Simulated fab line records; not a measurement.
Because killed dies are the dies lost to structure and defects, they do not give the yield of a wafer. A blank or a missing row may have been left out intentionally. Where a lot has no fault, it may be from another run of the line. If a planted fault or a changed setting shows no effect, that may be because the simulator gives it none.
Problem report in the 8D (eight disciplines) form, filled by code :: flow nandHarc :: the parts of the form that need people (team, actions taken, sign-off) are left out

## 1. WHAT WENT WRONG
A mean of 611 is read at NHARC_P_M2_INSPECT_11 for rawDefectCount, taken on 1 wafer of 1 lot, against 5 (standard deviation 3.1) on wafers free of any fault. So: +99 or more standard deviations from the usual mean.
First seen on wafer L282.5, day 8 01:44, on defectInspect-02. At this step, 15 wafers from 5 lots have a number in the record. Rule for "out", or "out of limits": more than 4 standard deviations from the usual mean. The other wafers with a number count as sound.

## 2. WHAT THIS IS AND IS NOT
question: which readings at this step
is: rawDefectCount
is not: -

question: which lots
is: L282
is not: L278, L279, L292, L299

question: which wafers of those lots
is: L282.5
is not: L282.3, L282.4

question: read on which gauges
is: defectInspect-02
is not: defectInspect-01

question: when
is: from day 8 01:44
is not: up to then (8 sound wafers); but 6 sound wafers of L292, L299 came after

## 3. THE SUSPECTS, EACH WITH WHAT RULES IT OUT
Counting: any tool at a process step up to the reading remains a suspect provided it ran every lot that is out. Sound lots after the first of them don't rule it out here, since some wafers of a struck lot are sound.
- the gauge at NHARC_P_M2_INSPECT_11: kept. All the wafers that are out were read on defectInspect-02, and no step on other tools shows them out.
- pvdSputter-03 at NHARC_P_M1_PVD_20 (deposits TaN, target thk 5 nm, time 8.06 s): kept. The lot that is out, L282, ran on it at day 7 23:29; the last sound lot it ran before that was L278, at day 6 20:57. With no start given for some of its lots, NHARC_P_M1_PVD_20 uses the hours and lot order of NHARC_P_M1_ANNEAL_31.
- pvdSputter-03 at NHARC_P_M1_PVD_21 (deposits Cu, target thk 30 nm, time 20.49 s): kept. The lot that is out, L282, ran on it at day 7 23:29; the last sound lot it ran before that was L278, at day 6 20:57. With no start given for some of its lots, NHARC_P_M1_PVD_21 uses the hours and lot order of NHARC_P_M1_ANNEAL_31.
- rtpAnneal-02 at NHARC_P_M1_ANNEAL_31 (time 90 s): kept. The lot that is out, L282, ran on it at day 7 23:29; the last sound lot it ran before that was L278, at day 6 20:57.
- cmp-02 at NHARC_P_M1_CMP_23 (polishes, t overpolish 20 s, target thk 157.82 nm): kept. The lot that is out, L282, ran on it at day 7 23:46; the last sound lot it ran before that was L279, at day 6 23:11.
- pecvd-01 at NHARC_P_M1_PRE_CLEAN_32 (time 12 s): kept. The lot that is out, L282, ran on it at day 8 00:19; the last sound lot it ran before that was L279, at day 6 23:43.
- pecvd-01 at NHARC_P_M1_DEP_33 (deposits SiCN, target thk 30 nm): kept. The lot that is out, L282, ran on it at day 8 00:25; the last sound lot it ran before that was L279, at day 6 23:48.
- At NHARC_P_M1_CMP_23, inside cmp-02: chamber 1 took the wafers that are out, while their sound lot-mates went through chambers 0, 2.
- At NHARC_P_M1_PRE_CLEAN_32, inside pecvd-01: chamber 1 took the wafers that are out, while their sound lot-mates went through chambers 0, 2.
- At NHARC_P_M1_DEP_33, inside pecvd-01: chamber 1 took the wafers that are out, while their sound lot-mates went through chambers 0, 2.
Left after counting: pvdSputter-03 at NHARC_P_M1_PVD_20, pvdSputter-03 at NHARC_P_M1_PVD_21, rtpAnneal-02 at NHARC_P_M1_ANNEAL_31, cmp-02 at NHARC_P_M1_CMP_23, pecvd-01 at NHARC_P_M1_PRE_CLEAN_32, pecvd-01 at NHARC_P_M1_DEP_33, defectInspect-02 at NHARC_P_M2_INSPECT_11.

## 4. THE CAUSE (what the simulator had put in)
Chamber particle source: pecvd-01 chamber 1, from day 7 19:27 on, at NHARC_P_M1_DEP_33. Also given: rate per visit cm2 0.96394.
After counting, 7 suspects remain, this tool included.

## 5. THE EFFECT CHAIN, in route order
Rows list readings where the struck wafers' mean (over those with a number) sits beyond 3 standard deviations from the usual. Only readings whose record carries a usual standard deviation are examined. hours: median over the lots of the time between each lot's start at the first step of this table that gives one and its start at this step. sigmas: the change, counted in usual standard deviations.
hours: 0
step: NHARC_P_M2_INSPECT_11
reading: rawDefectCount
usual: 5
on struck wafers: 611
change: +606
sigmas: +99 or more

## 6. HOW IT WOULD HAVE BEEN CAUGHT EARLIER
The first out-of-limits reading at a measuring or inspecting step in this record came at day 8 01:44, 6 hours after the fault's start at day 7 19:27.
Tool readings at NHARC_P_M1_DEP_33 with a usual standard deviation given in the record: none out on any struck wafer, hence no alarm at a limit of 4 standard deviations on them.
The start of NHARC_P_M1_DEP_33 on pecvd-01 came by day 8 01:44 for every one of the lots that are out (1). A hold on the tool at that time would have spared none of them.
